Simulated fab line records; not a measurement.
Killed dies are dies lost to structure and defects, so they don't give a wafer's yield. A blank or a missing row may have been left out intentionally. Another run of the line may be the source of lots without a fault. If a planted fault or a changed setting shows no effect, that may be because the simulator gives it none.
Shared-tool check || flow nandHarc || 2 lots and 6 wafers in the sample

WHAT PROMPTED THE OPENING
On 2 of the 2 lots, a flag is raised at NHARC_END_SORT_01 on the reading killedDies. Fault-free wafers read 62, with a standard deviation of 18.
Rule: a lot is flagged in two cases, either no wafer of it has a number, or all its wafers with numbers fall more than 4 standard deviations from that mean. As for the other lots, they are considered sound.

{"lot": "L452", "measured": "day 32 12:42", "on": "prober-01", "killedDies, wafer by wafer": "154 150 150", "flag": "FLAGGED"}
{"lot": "L453", "measured": "day 33 07:40", "on": "prober-02", "killedDies, wafer by wafer": "150 139 158", "flag": "FLAGGED"}
Average over the flagged lots: 150; offset from the usual +88, equal to +5 standard deviations.

LOT BY LOT: THE TOOL USED
The record holds 4 process steps before the reading, out of a route of 1302 steps. In each cell: the tool, then ch and the chambers that the sampled wafers went through, then the start.
{"lot": "L452", "flag": "FLAGGED", "NHARC_A_STAIRCASE_TRIM_189": "rieDiel-02 ch 1,3, day 24 00:25", "NHARC_THIN_TSV_DEP_47": "pecvd-01 ch 0,1, day 31 19:52", "NHARC_THIN_TSV_PVD_51": "pvdSputter-01, day 31 21:59 or earlier", "NHARC_THIN_TSV_ANNEAL_52": "rtpAnneal-02 ch 0, day 31 21:59"}
{"lot": "L453", "flag": "FLAGGED", "NHARC_A_STAIRCASE_TRIM_189": "rieDiel-02 ch 0,1, day 24 08:25", "NHARC_THIN_TSV_DEP_47": "pecvd-04 ch 0,1, day 32 18:16", "NHARC_THIN_TSV_PVD_51": "pvdSputter-02, day 32 20:35 or earlier", "NHARC_THIN_TSV_ANNEAL_52": "rtpAnneal-02 ch 0, day 32 20:35"}
What the steps here do:
- NHARC_A_STAIRCASE_TRIM_189: chemistry O2, time 211.2 s.
- NHARC_THIN_TSV_DEP_47: deposits SiO2, target thk 200 nm.
- NHARC_THIN_TSV_PVD_51: deposits Cu, target thk 100 nm.
- NHARC_THIN_TSV_ANNEAL_52: time 90 s.
- NHARC_END_SORT_01

FLAGGED AGAINST TOTAL, ONE TOOL AT A TIME (gauges that did the reading follow at the end)
{"step": "NHARC_A_STAIRCASE_TRIM_189", "tool": "rieDiel-02", "lots run": 2, "flagged": 2, "share of the flagged lots": "all", "sound lots run after its first flagged lot": 0}
{"step": "NHARC_THIN_TSV_DEP_47", "tool": "pecvd-01", "lots run": 1, "flagged": 1, "share of the flagged lots": "some", "sound lots run after its first flagged lot": 0}
{"step": "NHARC_THIN_TSV_DEP_47", "tool": "pecvd-04", "lots run": 1, "flagged": 1, "share of the flagged lots": "some", "sound lots run after its first flagged lot": 0}
{"step": "NHARC_THIN_TSV_PVD_51", "tool": "pvdSputter-01", "lots run": 1, "flagged": 1, "share of the flagged lots": "some", "sound lots run after its first flagged lot": 0}
{"step": "NHARC_THIN_TSV_PVD_51", "tool": "pvdSputter-02", "lots run": 1, "flagged": 1, "share of the flagged lots": "some", "sound lots run after its first flagged lot": 0}
{"step": "NHARC_THIN_TSV_ANNEAL_52", "tool": "rtpAnneal-02", "lots run": 2, "flagged": 2, "share of the flagged lots": "all", "sound lots run after its first flagged lot": 0}
{"step": "NHARC_END_SORT_01", "tool": "prober-01", "lots run": 1, "flagged": 1, "share of the flagged lots": "some", "sound lots run after its first flagged lot": 0}
{"step": "NHARC_END_SORT_01", "tool": "prober-02", "lots run": 1, "flagged": 1, "share of the flagged lots": "some", "sound lots run after its first flagged lot": 0}
NHARC_THIN_TSV_PVD_51 gives no start for some lots, so the hours and the order of its lots are those of NHARC_THIN_TSV_ANNEAL_52.

WHAT THE TABLE PERMITS
Table rows that saw every flagged lot: 2, namely rieDiel-02 at NHARC_A_STAIRCASE_TRIM_189 and rtpAnneal-02 at NHARC_THIN_TSV_ANNEAL_52.
- rieDiel-02 at NHARC_A_STAIRCASE_TRIM_189 ran 2 lots, 2 of them flagged. No sound lot ran on it before its first flagged lot in this sample; the start therefore can't be narrowed down.
- rtpAnneal-02 at NHARC_THIN_TSV_ANNEAL_52 ran 2 lots, 2 of them flagged. No sound lot ran on it before its first flagged lot in this sample; the start therefore can't be narrowed down.
Counting lots can't tell these 2 tools apart, because each fits a fault that began at some hour. More lots, or a look at what each step does to the wafer, might.

WHAT THE SIMULATOR HAD INSERTED
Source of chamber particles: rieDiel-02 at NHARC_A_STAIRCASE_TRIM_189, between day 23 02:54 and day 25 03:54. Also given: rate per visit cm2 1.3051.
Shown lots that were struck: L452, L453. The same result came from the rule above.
